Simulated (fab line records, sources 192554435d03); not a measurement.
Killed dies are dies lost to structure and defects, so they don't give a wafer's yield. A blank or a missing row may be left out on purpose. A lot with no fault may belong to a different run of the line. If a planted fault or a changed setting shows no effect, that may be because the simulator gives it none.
fab line records -- flow n5-finfet
[record] lots = 24, wafers = 72, last-day = 18
route steps=1938 shown BEOL_M11@1568 BEOL_M12@1612
lots that met no fault: from a run of the same line without faults
start-h: the number of hours between the record's first day and the start of the first shown wafer of the lot -- wait-h: hours from the lot's prior step to this one -- " identical to the entry in the row above -- L1.1+2: one row covering several wafers at once -- - no value, or no start given -- * or withheld: withheld -- < > ~ a bound
route shown NAME@n: a module of which the file shows steps, and the number in the route of the first -- usual: mean/standard deviation of fault-free wafers -- same: alike in all rows -- chamber/n: place in a boat -- sites: each site's reading -- _std_site: the values' standard deviation -- _edge_site: mean of outer sites minus mean of inner sites -- radius-mm: for every site, how far away it sits from the centre of the wafer -- mask NAME#n: copy n -- behind: tool/chamber where the wafer was last shaped -- hold: reason for holding the lot/hours on hold/outcome of the hold -- device: names the non-switching transistor (n, p or np) -- end of line: the same wafers' tests at the end of the route -- a step given without rows: its recipe and nothing more -- killed: the dies lost at the first sort to structure and to defects; this is not the yield of the wafer -- map: dies across one wafer; x = killed, . = not, _ = none there
set.NAME: the setting the step ran with; set.NAME@STEP: the setting that earlier step ran with -- model.NAME: the simulator's own value behind a step, which no gauge read
steps of the route over a sample of lots; a table a step, a row a wafer
services: the hour from which a tool's chamber was out of use, counted from the record's first day as start-h (under 0 if before that day), plus the number of hours and why
[[steps]]
[step N5_BEOL_M11_CD_MEAS_28]
[recipe] target-cd-nm = 70, landing-energy-ev = 500, detector = se-inlens, polarity = opening
[usual] cd-nm = 69.9/0.89
lot.wafer,tool,chamber,start-h,wait-h,cd-nm
L074.2,cd-sem-03,0,220.98,-,70.8
L074.3,cd-sem-03,0,220.98,-,68.9
L074.4,cd-sem-03,0,220.98,-,70.6
L075.2,cd-sem-01,0,223.36,-,69.7
L075.4,cd-sem-01,0,223.36,-,69.8
L075.5,cd-sem-01,0,223.36,-,70.2
L076.1,cd-sem-02,0,227.58,-,69.8
L076.3,cd-sem-02,0,227.58,-,70.7
L076.4,cd-sem-02,0,227.58,-,69.7
L077.1,cd-sem-01,0,237.01,-,71.2
L077.4,cd-sem-01,0,237.01,-,70.2
L077.6,cd-sem-01,0,237.01,-,69.0
L078.1,cd-sem-02,0,237.87,-,70.0
L078.3,cd-sem-02,0,237.87,-,69.5
L078.6,cd-sem-02,0,237.87,-,70.3
L079.1,cd-sem-02,0,246.37,-,68.6
L079.3,cd-sem-02,0,246.37,-,70.1
L079.5,cd-sem-02,0,246.37,-,69.8
L080.1,cd-sem-01,0,256.34,-,68.3
L080.2,cd-sem-01,0,256.34,-,69.5
L080.4,cd-sem-01,0,256.34,-,68.5
L081.1,cd-sem-03,0,273.10,-,69.9
L081.2,cd-sem-03,0,273.10,-,70.5
L081.3,cd-sem-03,0,273.10,-,70.7
L082.1,cd-sem-01,0,279.90,-,69.6
L082.2,cd-sem-01,0,279.90,-,71.5
L082.6,cd-sem-01,0,279.90,-,70.2
L083.1,cd-sem-02,0,289.83,-,68.8
L083.2,cd-sem-02,0,289.83,-,68.6
L083.4,cd-sem-02,0,289.83,-,69.8
L085.2,cd-sem-02,0,300.72,-,69.0
L085.3,cd-sem-02,0,300.72,-,69.9
L085.6,cd-sem-02,0,300.72,-,68.1
L084.1,cd-sem-03,0,300.89,-,69.8
L084.3,cd-sem-03,0,300.89,-,70.2
L084.6,cd-sem-03,0,300.89,-,70.6
L086.2,cd-sem-02,0,302.54,-,69.5
L086.3,cd-sem-02,0,302.54,-,70.8
L086.4,cd-sem-02,0,302.54,-,69.5
L088.1,cd-sem-03,0,303.14,-,70.9
L088.2,cd-sem-03,0,303.14,-,69.5
L088.5,cd-sem-03,0,303.14,-,70.6
L089.1,cd-sem-02,0,310.73,-,69.7
L089.5,cd-sem-02,0,310.73,-,69.3
L089.6,cd-sem-02,0,310.73,-,68.8
L087.2,cd-sem-01,0,310.94,-,71.4
L087.4,cd-sem-01,0,310.94,-,70.5
L087.6,cd-sem-01,0,310.94,-,71.7
L090.1,cd-sem-01,0,316.53,-,69.6
L090.3,cd-sem-01,0,316.53,-,70.5
L090.5,cd-sem-01,0,316.53,-,70.6
L094.2,cd-sem-03,0,339.25,-,68.7
L094.5,cd-sem-03,0,339.25,-,69.1
L094.6,cd-sem-03,0,339.25,-,69.2
L091.2,cd-sem-02,0,347.28,-,68.9
L091.3,cd-sem-02,0,347.28,-,68.2
L091.4,cd-sem-02,0,347.28,-,69.2
L093.2,cd-sem-02,0,348.09,-,71.5
L093.4,cd-sem-02,0,348.09,-,69.8
L093.6,cd-sem-02,0,348.09,-,71.5
L092.1,cd-sem-01,0,348.26,-,69.7
L092.2,cd-sem-01,0,348.26,-,69.0
L092.5,cd-sem-01,0,348.26,-,69.1
L095.1,cd-sem-01,0,364.17,-,71.1
L095.3,cd-sem-01,0,364.17,-,70.1
L095.4,cd-sem-01,0,364.17,-,70.8
L096.1,cd-sem-02,0,364.34,-,68.8
L096.2,cd-sem-02,0,364.34,-,69.8
L096.3,cd-sem-02,0,364.34,-,71.4
L097.1,cd-sem-03,0,370.15,-,70.1
L097.4,cd-sem-03,0,370.15,-,70.8
L097.5,cd-sem-03,0,370.15,-,70.1
[step N5_BEOL_M11_DESCUM_33]
[recipe] chemistry = O2, time-s = 7.9, source-power-w = 50, bias-power-w = 20, pressure-mtorr = 20, rf-frequency-hz = 2.712e+07, temp-c = 40, resist = CAR-ArF, o2-flow-sccm = 225
[usual] drypump-motor-current-A = 5.6/0.5, oes-product-au = 0.78/0.09, rf-vpp-V = 244.0/1.4, showerhead-plenum-p-Torr = 2.14/0.076, throttle-valve-pct = 20.47/0.27
lot.wafer,tool,chamber,start-h,wait-h,drypump-motor-current-A,oes-product-au,rf-hours-counter-h,rf-vpp-V,showerhead-plenum-p-Torr,throttle-valve-pct
L074.2,rie-diel-02,2,221.89,0.9,5.0,0.95,15,245.0,2.21,19.96
L074.3,rie-diel-02,0,221.89,0.9,5.2,0.74,169,243.1,2.18,20.86
L074.4,rie-diel-02,3,221.89,0.9,5.5,0.74,164,244.0,2.16,20.55
L075.2,rie-diel-02,1,223.72,0.3,5.6,0.97,13,244.8,2.23,20.64
L075.4,rie-diel-02,2,223.72,0.3,5.0,0.95,15,245.2,2.21,19.98
L075.5,rie-diel-02,2,223.72,0.3,5.0,0.96,-,245.2,2.21,19.98
L076.1,rie-diel-02,0,227.67,0.0,5.2,0.74,171,244.7,2.18,20.85
L076.3,rie-diel-02,2,227.67,0.0,5.0,0.94,16,245.2,2.21,19.98
L076.4,rie-diel-02,1,227.67,0.0,5.7,0.96,14,244.6,2.23,20.66
L077.1,rie-diel-05,3,237.10,0.0,5.6,0.72,182,244.7,2.18,20.29
L077.4,rie-diel-05,1,237.10,0.0,5.7,0.85,65,243.2,2.13,20.52
L077.6,rie-diel-05,2,237.10,0.0,5.0,0.71,-,245.7,2.14,20.76
L078.1,rie-diel-05,0,237.96,0.0,6.2,0.70,235,242.3,1.97,20.60
L078.3,rie-diel-05,3,237.96,0.0,5.6,0.72,182,245.2,2.18,20.28
L078.6,rie-diel-05,0,237.96,0.0,6.2,0.70,-,242.7,1.97,20.61
L079.1,rie-diel-05,3,246.46,0.0,5.6,0.72,185,244.4,2.18,20.29
L079.3,rie-diel-05,1,246.46,0.0,5.7,0.85,67,243.9,2.13,20.53
L079.5,rie-diel-05,1,246.46,0.0,5.7,0.85,-,243.1,2.13,20.54
L080.1,rie-diel-06,3,256.43,0.0,6.4,0.73,178,243.6,2.17,20.30
L080.2,rie-diel-06,2,256.43,0.0,5.9,0.93,9,242.0,2.05,20.31
L080.4,rie-diel-06,0,256.43,0.0,5.1,0.72,178,242.6,1.98,20.38
L081.1,rie-diel-06,3,273.19,0.0,6.5,0.71,184,242.8,2.16,20.30
L081.2,rie-diel-06,0,273.19,0.0,5.1,0.71,184,241.2,1.98,20.41
L081.3,rie-diel-06,1,273.19,0.0,6.6,0.83,65,243.8,2.20,20.03
L082.1,rie-diel-02,2,279.99,0.0,5.0,0.92,30,246.1,2.20,20.01
L082.2,rie-diel-02,1,279.99,0.0,5.7,0.93,29,245.1,2.22,20.68
L082.6,rie-diel-02,1,279.99,0.0,5.6,0.93,-,244.7,2.22,20.69
L083.1,rie-diel-05,3,289.92,0.0,5.6,0.71,197,245.3,2.17,20.30
L083.2,rie-diel-05,1,289.92,0.0,5.7,0.82,79,243.5,2.12,20.53
L083.4,rie-diel-05,2,289.92,0.0,5.0,0.70,224,243.9,2.13,20.80
L085.2,rie-diel-05,1,301.01,0.2,5.7,0.83,82,243.2,2.12,20.54
L085.3,rie-diel-05,0,301.01,0.2,6.1,0.68,252,241.4,1.96,20.60
L085.6,rie-diel-05,2,301.01,0.2,5.0,0.68,-,243.2,2.13,20.81
L084.1,rie-diel-06,1,301.07,0.1,6.6,0.82,72,245.2,2.19,20.01
L084.3,rie-diel-06,2,301.07,0.1,5.8,0.90,20,242.4,2.05,20.31
L084.6,rie-diel-06,2,301.07,0.1,5.8,0.90,-,242.3,2.04,20.32
L086.2,rie-diel-02,3,302.69,0.1,5.5,0.72,185,243.0,2.15,20.58
L086.3,rie-diel-02,0,302.69,0.1,5.2,0.72,191,245.5,2.17,20.91
L086.4,rie-diel-02,1,302.69,0.1,5.6,0.91,34,245.5,2.22,20.69
L088.1,rie-diel-06,3,303.22,0.0,6.5,0.70,193,244.2,2.16,20.31
L088.2,rie-diel-06,0,303.22,0.0,5.1,0.71,192,241.7,1.98,20.43
L088.5,rie-diel-06,2,303.22,0.0,5.9,0.90,-,242.7,2.04,20.32
L089.1,rie-diel-05,1,310.82,0.0,5.7,0.82,86,242.2,2.12,20.54
L089.5,rie-diel-05,2,310.82,0.0,5.0,0.69,-,243.2,2.13,20.82
L089.6,rie-diel-05,1,310.82,0.0,5.7,0.82,-,244.0,2.12,20.55
L087.2,rie-diel-02,2,311.02,0.0,5.0,0.90,38,245.4,2.20,20.00
L087.4,rie-diel-02,3,311.02,0.0,5.5,0.71,187,244.1,2.15,20.59
L087.6,rie-diel-02,3,311.02,0.0,5.5,0.71,-,244.1,2.15,20.58
L090.1,rie-diel-02,2,316.62,0.0,5.0,0.88,40,245.1,2.20,20.01
L090.3,rie-diel-02,1,316.62,0.0,5.6,0.92,38,245.7,2.22,20.71
L090.5,rie-diel-02,1,316.62,0.0,5.7,0.91,-,245.2,2.22,20.71
L094.2,rie-diel-02,2,339.34,0.0,5.0,0.88,46,245.0,2.20,20.02
L094.5,rie-diel-02,2,339.34,0.0,5.0,0.89,-,245.7,2.20,20.00
L094.6,rie-diel-02,3,339.34,0.0,5.5,0.72,-,244.9,2.15,20.60
L091.2,rie-diel-02,0,347.37,0.0,5.2,0.71,205,243.2,2.17,20.91
L091.3,rie-diel-02,1,347.37,0.0,5.6,0.89,47,245.8,2.22,20.72
L091.4,rie-diel-02,2,347.37,0.0,5.0,0.88,48,245.7,2.20,20.03
L093.2,rie-diel-06,1,348.28,0.1,6.6,0.81,85,244.6,2.19,20.05
L093.4,rie-diel-06,2,348.28,0.1,5.9,0.86,34,243.0,2.04,20.34
L093.6,rie-diel-06,1,348.28,0.1,6.6,0.81,-,244.7,2.19,20.06
L092.1,rie-diel-05,1,348.39,0.1,5.7,0.81,101,243.4,2.12,20.58
L092.2,rie-diel-05,2,348.39,0.1,5.0,0.69,246,243.9,2.13,20.83
L092.5,rie-diel-05,1,348.39,0.1,5.7,0.81,-,241.4,2.12,20.58
L095.1,rie-diel-06,1,364.26,0.0,6.6,0.81,90,244.4,2.19,20.07
L095.3,rie-diel-06,2,364.26,0.0,5.9,0.86,38,242.1,2.04,20.35
L095.4,rie-diel-06,3,364.26,0.0,6.5,0.69,211,243.9,2.16,20.34
L096.1,rie-diel-05,1,364.43,0.0,5.7,0.80,106,244.7,2.11,20.59
L096.2,rie-diel-05,0,364.43,0.0,6.2,0.91,9,244.8,2.22,20.23
L096.3,rie-diel-05,3,364.43,0.0,5.6,0.69,221,244.0,2.16,20.36
L097.1,rie-diel-06,3,370.96,0.8,6.5,0.71,213,245.1,2.16,20.34
L097.4,rie-diel-06,2,370.96,0.8,5.9,0.85,41,243.0,2.04,20.35
L097.5,rie-diel-06,2,370.96,0.8,5.9,0.86,-,242.7,2.04,20.36
[step N5_BEOL_M12_CD_MEAS_10]
[recipe] target-cd-nm = 140, landing-energy-ev = 500, detector = se-inlens, polarity = opening
[usual] cd-nm = 139.0/2.3
lot.wafer,tool,chamber,start-h,wait-h,cd-nm
L074.2,cd-sem-02,0,226.18,-,143.6
L074.3,cd-sem-02,0,226.18,-,138.6
L074.4,cd-sem-02,0,226.18,-,142.0
L075.2,cd-sem-03,0,227.45,-,144.0
L075.4,cd-sem-03,0,227.45,-,142.6
L075.5,cd-sem-03,0,227.45,-,141.9
L076.1,cd-sem-01,0,231.16,-,142.1
L076.3,cd-sem-01,0,231.16,-,138.0
L076.4,cd-sem-01,0,231.16,-,140.3
L077.1,cd-sem-02,0,240.90,-,135.9
L077.4,cd-sem-02,0,240.90,-,137.7
L077.6,cd-sem-02,0,240.90,-,136.6
L078.1,cd-sem-03,0,242.76,-,135.2
L078.3,cd-sem-03,0,242.76,-,138.9
L078.6,cd-sem-03,0,242.76,-,137.8
L079.1,cd-sem-02,0,251.54,-,142.7
L079.3,cd-sem-02,0,251.54,-,140.2
L079.5,cd-sem-02,0,251.54,-,141.2
L080.1,cd-sem-03,0,260.40,-,141.7
L080.2,cd-sem-03,0,260.40,-,139.3
L080.4,cd-sem-03,0,260.40,-,139.7
L081.1,cd-sem-01,0,277.95,-,139.1
L081.2,cd-sem-01,0,277.95,-,139.2
L081.3,cd-sem-01,0,277.95,-,137.7
L082.1,cd-sem-02,0,284.99,-,138.2
L082.2,cd-sem-02,0,284.99,-,137.0
L082.6,cd-sem-02,0,284.99,-,139.2
L083.1,cd-sem-01,0,294.72,-,142.2
L083.2,cd-sem-01,0,294.72,-,140.2
L083.4,cd-sem-01,0,294.72,-,139.6
L085.2,cd-sem-02,0,304.53,-,141.2
L085.3,cd-sem-02,0,304.53,-,138.9
L085.6,cd-sem-02,0,304.53,-,142.0
L084.1,cd-sem-02,0,305.83,-,138.1
L084.3,cd-sem-02,0,305.83,-,137.4
L084.6,cd-sem-02,0,305.83,-,136.0
L086.2,cd-sem-01,0,306.69,-,139.7
L086.3,cd-sem-01,0,306.69,-,138.1
L086.4,cd-sem-01,0,306.69,-,137.5
L088.1,cd-sem-03,0,307.58,-,138.6
L088.2,cd-sem-03,0,307.58,-,135.4
L088.5,cd-sem-03,0,307.58,-,136.8
L087.2,cd-sem-02,0,315.55,-,141.1
L087.4,cd-sem-02,0,315.55,-,138.9
L087.6,cd-sem-02,0,315.55,-,138.5
L089.1,cd-sem-03,0,315.82,-,135.6
L089.5,cd-sem-03,0,315.82,-,137.1
L089.6,cd-sem-03,0,315.82,-,135.6
L090.1,cd-sem-03,0,320.21,-,136.7
L090.3,cd-sem-03,0,320.21,-,136.2
L090.5,cd-sem-03,0,320.21,-,136.5
L094.2,cd-sem-02,0,344.88,-,133.8
L094.5,cd-sem-02,0,344.88,-,134.8
L094.6,cd-sem-02,0,344.88,-,135.3
L091.2,cd-sem-03,0,351.75,-,139.3
L091.3,cd-sem-03,0,351.75,-,140.0
L091.4,cd-sem-03,0,351.75,-,142.3
L093.2,cd-sem-02,0,352.57,-,140.6
L093.4,cd-sem-02,0,352.57,-,139.9
L093.6,cd-sem-02,0,352.57,-,139.4
L092.1,cd-sem-02,0,352.73,-,138.0
L092.2,cd-sem-02,0,352.73,-,137.8
L092.5,cd-sem-02,0,352.73,-,136.6
L095.1,cd-sem-01,0,367.99,-,142.2
L095.3,cd-sem-01,0,367.99,-,141.4
L095.4,cd-sem-01,0,367.99,-,140.5
L096.1,cd-sem-03,0,368.15,-,138.2
L096.2,cd-sem-03,0,368.15,-,137.7
L096.3,cd-sem-03,0,368.15,-,139.2
L097.1,cd-sem-02,0,374.80,-,139.2
L097.4,cd-sem-02,0,374.80,-,138.3
L097.5,cd-sem-02,0,374.80,-,140.3
[step N5_BEOL_M12_OVL_MEAS_11]
[recipe] points-per-wafer = 44
[usual] V11_OVL = -1/5.7
lot.wafer,tool,chamber,start-h,wait-h,V11_OVL[nm]
L074.2,overlay-01,0,226.21,0.0,-10
L074.3,overlay-01,0,226.21,0.0,-5
L074.4,overlay-01,0,226.21,0.0,-1
L075.2,overlay-02,0,227.48,0.0,4
L075.4,overlay-02,0,227.48,0.0,7
L075.5,overlay-02,0,227.48,0.0,-1
L076.1,overlay-02,0,231.19,0.0,-3
L076.3,overlay-02,0,231.19,0.0,13
L076.4,overlay-02,0,231.19,0.0,10
L077.1,overlay-02,0,240.93,0.0,-2
L077.4,overlay-02,0,240.93,0.0,-4
L077.6,overlay-02,0,240.93,0.0,3
L078.1,overlay-01,0,242.79,0.0,-2
L078.3,overlay-01,0,242.79,0.0,-3
L078.6,overlay-01,0,242.79,0.0,-8
L079.1,overlay-02,0,251.57,0.0,0
L079.3,overlay-02,0,251.57,0.0,-1
L079.5,overlay-02,0,251.57,0.0,7
L080.1,overlay-02,0,260.43,0.0,-2
L080.2,overlay-02,0,260.43,0.0,-9
L080.4,overlay-02,0,260.43,0.0,-5
L081.1,overlay-01,0,277.98,0.0,-9
L081.2,overlay-01,0,277.98,0.0,-10
L081.3,overlay-01,0,277.98,0.0,-11
L082.1,overlay-01,0,285.02,0.0,-7
L082.2,overlay-01,0,285.02,0.0,-7
L082.6,overlay-01,0,285.02,0.0,0
L083.1,overlay-02,0,294.75,0.0,4
L083.2,overlay-02,0,294.75,0.0,-4
L083.4,overlay-02,0,294.75,0.0,-1
L085.2,overlay-01,0,304.56,0.0,-1
L085.3,overlay-01,0,304.56,0.0,9
L085.6,overlay-01,0,304.56,0.0,3
L084.1,overlay-02,0,305.86,0.0,-2
L084.3,overlay-02,0,305.86,0.0,2
L084.6,overlay-02,0,305.86,0.0,4
L086.2,overlay-01,0,306.72,0.0,2
L086.3,overlay-01,0,306.72,0.0,6
L086.4,overlay-01,0,306.72,0.0,6
L088.1,overlay-02,0,307.61,0.0,-4
L088.2,overlay-02,0,307.61,0.0,3
L088.5,overlay-02,0,307.61,0.0,-8
L087.2,overlay-01,0,315.58,0.0,6
L087.4,overlay-01,0,315.58,0.0,4
L087.6,overlay-01,0,315.58,0.0,4
L089.1,overlay-02,0,315.86,0.0,-4
L089.5,overlay-02,0,315.86,0.0,-3
L089.6,overlay-02,0,315.86,0.0,-8
L090.1,overlay-01,0,320.24,0.0,2
L090.3,overlay-01,0,320.24,0.0,-5
L090.5,overlay-01,0,320.24,0.0,-3
L094.2,overlay-02,0,344.91,0.0,6
L094.5,overlay-02,0,344.91,0.0,1
L094.6,overlay-02,0,344.91,0.0,7
L091.2,overlay-01,0,351.78,0.0,-8
L091.3,overlay-01,0,351.78,0.0,-13
L091.4,overlay-01,0,351.78,0.0,-8
L093.2,overlay-01,0,352.61,0.0,3
L093.4,overlay-01,0,352.61,0.0,2
L093.6,overlay-01,0,352.61,0.0,2
L092.1,overlay-01,0,352.76,0.0,-10
L092.2,overlay-01,0,352.76,0.0,-6
L092.5,overlay-01,0,352.76,0.0,-7
L095.1,overlay-01,0,368.02,0.0,3
L095.3,overlay-01,0,368.02,0.0,-5
L095.4,overlay-01,0,368.02,0.0,-1
L096.1,overlay-01,0,368.18,0.0,-11
L096.2,overlay-01,0,368.18,0.0,-11
L096.3,overlay-01,0,368.18,0.0,-7
L097.1,overlay-02,0,374.86,0.1,1
L097.4,overlay-02,0,374.86,0.1,5
L097.5,overlay-02,0,374.86,0.1,9
[step N5_BEOL_M12_INSPECT_12]
[recipe] mode = adi, inspect-instrument = macro
[usual] raw-defect-count = 2.1/1.5
lot.wafer,tool,chamber,start-h,wait-h,raw-defect-count
L074.2,defect-inspect-01,-,226.24,0.0,2
L074.3,defect-inspect-01,-,226.24,0.0,4
L074.4,defect-inspect-01,-,226.24,0.0,2
L075.2,defect-inspect-02,-,227.50,0.0,1
L075.4,defect-inspect-02,-,227.50,0.0,0
L075.5,defect-inspect-02,-,227.50,0.0,2
L076.1,defect-inspect-02,-,231.22,0.0,0
L076.3,defect-inspect-02,-,231.22,0.0,3
L076.4,defect-inspect-02,-,231.22,0.0,0
L077.1,defect-inspect-02,-,240.95,0.0,1
L077.4,defect-inspect-02,-,240.95,0.0,3
L077.6,defect-inspect-02,-,240.95,0.0,0
L078.1,defect-inspect-01,-,242.81,0.0,2
L078.3,defect-inspect-01,-,242.81,0.0,3
L078.6,defect-inspect-01,-,242.81,0.0,1
L079.1,defect-inspect-01,-,251.59,0.0,4
L079.3,defect-inspect-01,-,251.59,0.0,1
L079.5,defect-inspect-01,-,251.59,0.0,2
L080.1,defect-inspect-02,-,260.46,0.0,5
L080.2,defect-inspect-02,-,260.46,0.0,2
L080.4,defect-inspect-02,-,260.46,0.0,3
L081.1,defect-inspect-02,-,278.00,0.0,4
L081.2,defect-inspect-02,-,278.00,0.0,0
L081.3,defect-inspect-02,-,278.00,0.0,2
L082.1,defect-inspect-02,-,285.05,0.0,3
L082.2,defect-inspect-02,-,285.05,0.0,5
L082.6,defect-inspect-02,-,285.05,0.0,2
L083.1,defect-inspect-01,-,294.77,0.0,0
L083.2,defect-inspect-01,-,294.77,0.0,2
L083.4,defect-inspect-01,-,294.77,0.0,2
L085.2,defect-inspect-02,-,304.58,0.0,9
L085.3,defect-inspect-02,-,304.58,0.0,3
L085.6,defect-inspect-02,-,304.58,0.0,2
L084.1,defect-inspect-01,-,305.89,0.0,3
L084.3,defect-inspect-01,-,305.89,0.0,1
L084.6,defect-inspect-01,-,305.89,0.0,1
L086.2,defect-inspect-01,-,306.75,0.0,1
L086.3,defect-inspect-01,-,306.75,0.0,1
L086.4,defect-inspect-01,-,306.75,0.0,1
L088.1,defect-inspect-02,-,307.64,0.0,4
L088.2,defect-inspect-02,-,307.64,0.0,2
L088.5,defect-inspect-02,-,307.64,0.0,2
L087.2,defect-inspect-01,-,315.61,0.0,3
L087.4,defect-inspect-01,-,315.61,0.0,1
L087.6,defect-inspect-01,-,315.61,0.0,5
L089.1,defect-inspect-02,-,315.88,0.0,2
L089.5,defect-inspect-02,-,315.88,0.0,1
L089.6,defect-inspect-02,-,315.88,0.0,1
L090.1,defect-inspect-01,-,320.26,0.0,5
L090.3,defect-inspect-01,-,320.26,0.0,3
L090.5,defect-inspect-01,-,320.26,0.0,0
L094.2,defect-inspect-02,-,344.94,0.0,2
L094.5,defect-inspect-02,-,344.94,0.0,2
L094.6,defect-inspect-02,-,344.94,0.0,2
L091.2,defect-inspect-02,-,351.81,0.0,1
L091.3,defect-inspect-02,-,351.81,0.0,2
L091.4,defect-inspect-02,-,351.81,0.0,1
L093.2,defect-inspect-01,-,352.64,0.0,0
L093.4,defect-inspect-01,-,352.64,0.0,1
L093.6,defect-inspect-01,-,352.64,0.0,3
L092.1,defect-inspect-02,-,352.79,0.0,4
L092.2,defect-inspect-02,-,352.79,0.0,5
L092.5,defect-inspect-02,-,352.79,0.0,2
L095.1,defect-inspect-01,-,368.04,0.0,2
L095.3,defect-inspect-01,-,368.04,0.0,3
L095.4,defect-inspect-01,-,368.04,0.0,2
L096.1,defect-inspect-02,-,368.21,0.0,1
L096.2,defect-inspect-02,-,368.21,0.0,2
L096.3,defect-inspect-02,-,368.21,0.0,4
L097.1,defect-inspect-01,-,374.89,0.0,1
L097.4,defect-inspect-01,-,374.89,0.0,1
L097.5,defect-inspect-01,-,374.89,0.0,1
[step N5_BEOL_M12_OVL_MEAS_29]
[recipe] points-per-wafer = 44
[usual] M12_OVL = 4/5.6
lot.wafer,tool,chamber,start-h,wait-h,M12_OVL[nm]
L074.2,overlay-01,0,227.25,0.0,6
L074.3,overlay-01,0,227.25,0.0,-6
L074.4,overlay-01,0,227.25,0.0,4
L075.2,overlay-02,0,228.60,0.0,15
L075.4,overlay-02,0,228.60,0.0,15
L075.5,overlay-02,0,228.60,0.0,7
L076.1,overlay-02,0,232.30,0.0,14
L076.3,overlay-02,0,232.30,0.0,9
L076.4,overlay-02,0,232.30,0.0,0
L077.1,overlay-01,0,241.87,0.0,12
L077.4,overlay-01,0,241.87,0.0,13
L077.6,overlay-01,0,241.87,0.0,9
L078.1,overlay-01,0,243.83,0.0,6
L078.3,overlay-01,0,243.83,0.0,7
L078.6,overlay-01,0,243.83,0.0,-5
L079.1,overlay-02,0,252.47,0.0,16
L079.3,overlay-02,0,252.47,0.0,2
L079.5,overlay-02,0,252.47,0.0,8
L080.1,overlay-02,0,261.34,0.0,0
L080.2,overlay-02,0,261.34,0.0,-1
L080.4,overlay-02,0,261.34,0.0,-5
L081.1,overlay-01,0,278.94,0.0,1
L081.2,overlay-01,0,278.94,0.0,-4
L081.3,overlay-01,0,278.94,0.0,7
L082.1,overlay-02,0,285.93,0.0,3
L082.2,overlay-02,0,285.93,0.0,-3
L082.6,overlay-02,0,285.93,0.0,-4
L083.1,overlay-02,0,295.78,0.0,12
L083.2,overlay-02,0,295.78,0.0,8
L083.4,overlay-02,0,295.78,0.0,8
L085.2,overlay-01,0,305.47,0.0,6
L085.3,overlay-01,0,305.47,0.0,-5
L085.6,overlay-01,0,305.47,0.0,5
L084.1,overlay-02,0,306.87,0.0,0
L084.3,overlay-02,0,306.87,0.0,0
L084.6,overlay-02,0,306.87,0.0,3
L086.2,overlay-01,0,307.65,0.0,-1
L086.3,overlay-01,0,307.65,0.0,5
L086.4,overlay-01,0,307.65,0.0,4
L088.1,overlay-02,0,309.75,0.0,8
L088.2,overlay-02,0,309.75,0.0,15
L088.5,overlay-02,0,309.75,0.0,8
L087.2,overlay-01,0,316.73,0.0,2
L087.4,overlay-01,0,316.73,0.0,3
L087.6,overlay-01,0,316.73,0.0,8
L089.1,overlay-01,0,317.14,0.0,0
L089.5,overlay-01,0,317.14,0.0,4
L089.6,overlay-01,0,317.14,0.0,-5
L090.1,overlay-02,0,322.28,0.0,16
L090.3,overlay-02,0,322.28,0.0,8
L090.5,overlay-02,0,322.28,0.0,6
L094.2,overlay-01,0,346.62,0.0,7
L094.5,overlay-01,0,346.62,0.0,1
L094.6,overlay-01,0,346.62,0.0,5
L091.2,overlay-02,0,353.16,0.0,9
L091.3,overlay-02,0,353.16,0.0,5
L091.4,overlay-02,0,353.16,0.0,2
L093.2,overlay-02,0,353.82,0.0,10
L093.4,overlay-02,0,353.82,0.0,7
L093.6,overlay-02,0,353.82,0.0,8
L092.1,overlay-02,0,354.05,0.0,14
L092.2,overlay-02,0,354.05,0.0,2
L092.5,overlay-02,0,354.05,0.0,7
L095.1,overlay-01,0,370.16,0.0,-2
L095.3,overlay-01,0,370.16,0.0,-11
L095.4,overlay-01,0,370.16,0.0,-8
L096.1,overlay-02,0,370.55,0.0,5
L096.2,overlay-02,0,370.55,0.0,11
L096.3,overlay-02,0,370.55,0.0,4
L097.1,overlay-01,0,376.25,0.0,4
L097.4,overlay-01,0,376.25,0.0,6
L097.5,overlay-01,0,376.25,0.0,9
[[services]]
tool,chamber,start-h,hours,kind
rie-diel-06,2,207.73,-,clean
rie-diel-06,2,207.73,-,consumable-replace:focus-ring
rie-diel-06,2,207.73,13.7,scheduled-down
rie-diel-06,2,207.73,13.7,vent-cycle
rie-diel-02,2,209.65,5.9,repair
rie-diel-06,-,213.63,0.3,repair
rie-diel-06,2,290.72,8.7,repair
rie-diel-05,0,302.92,10.6,repair
rie-diel-06,1,313.56,3.6,repair
rie-diel-06,-,324.61,2.8,pm
rie-diel-02,2,330.09,1.6,repair
rie-diel-06,0,339.69,7.4,repair
rie-diel-05,2,353.39,15.3,repair
[[key]]
fault none
